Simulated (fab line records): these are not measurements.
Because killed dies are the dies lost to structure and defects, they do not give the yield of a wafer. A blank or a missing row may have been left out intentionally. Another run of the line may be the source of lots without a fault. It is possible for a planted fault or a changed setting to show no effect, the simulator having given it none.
Chamber matching ; flow n5 finfet ; N5_SDB_ETCH_25 on rie diel-01: 4 sister chambers
The step etches SiO2 in C4F6/O2, target depth 10 nm, time 3.3 s. 14 wafers are shown with their chamber, then 7 later ones without.

## WAFERS, EACH WITH ITS CHAMBER
wafer;chamber;rf vpp V (V);drypump motor current A (A);throttle valve pct (%)
L077.1;2;648;6.3;21.16
L077.2;0;698;4.9;21.32
L077.5;3;671;4.9;20.80
L080.1;2;648;6.3;21.18
L080.3;3;672;4.9;20.82
L080.5;1;643;4.7;21.29
L087.1;3;671;4.8;20.82
L087.4;2;649;6.3;21.19
L087.6;3;671;4.8;20.81
L088.1;3;670;4.9;20.82
L088.3;2;649;6.3;21.18
L088.6;3;671;4.9;20.80
L091.4;3;672;4.9;20.83
L091.5;2;648;6.3;21.20

SIGNATURES, as means of the wafers listed above
reading;chamber 0;chamber 1;chamber 2;chamber 3;scatter within a chamber
rf vpp V;698.00;643.00;648.40;671.14;0.637
drypump motor current A;4.900;4.700;6.300;4.871;0.0378
throttle valve pct;21.3200;21.2900;21.1820;20.8143;0.0129
Rule: for a wafer and a chamber, the distance is found by dividing, reading by reading, the gap between the wafer's reading and the chamber's mean by the reading's scatter, squaring, summing and taking the root. If the next closest chamber is less than 2 further off than the closest, the wafer can't be placed; otherwise it belongs to the closest. The scatter: take each reading less its chamber's mean, square it, sum over the shown wafers, divide by the number of wafers less the number of chambers, and take the root.

## WAFERS WITH NO CHAMBER GIVEN
wafer;rf vpp V (V);drypump motor current A (A);throttle valve pct (%)
L091.6;671;4.9;20.84
L092.2;645;4.7;21.32
L092.3;671;4.9;20.85
L092.5;699;4.9;21.12
L093.3;670;4.8;20.83
L093.5;670;4.8;20.84
L093.6;647;6.3;21.18

## THE CHAMBER EACH PASSED THROUGH
wafer;from the rows above;in truth
L091.6;3;3
L092.2;1;1
L092.3;3;3
L092.5;0;0
L093.3;3;3
L093.5;3;3
L093.6;2;2
Correctly placed: 7 of 7. Can't be placed from these rows: 0. 0 placed wrongly.
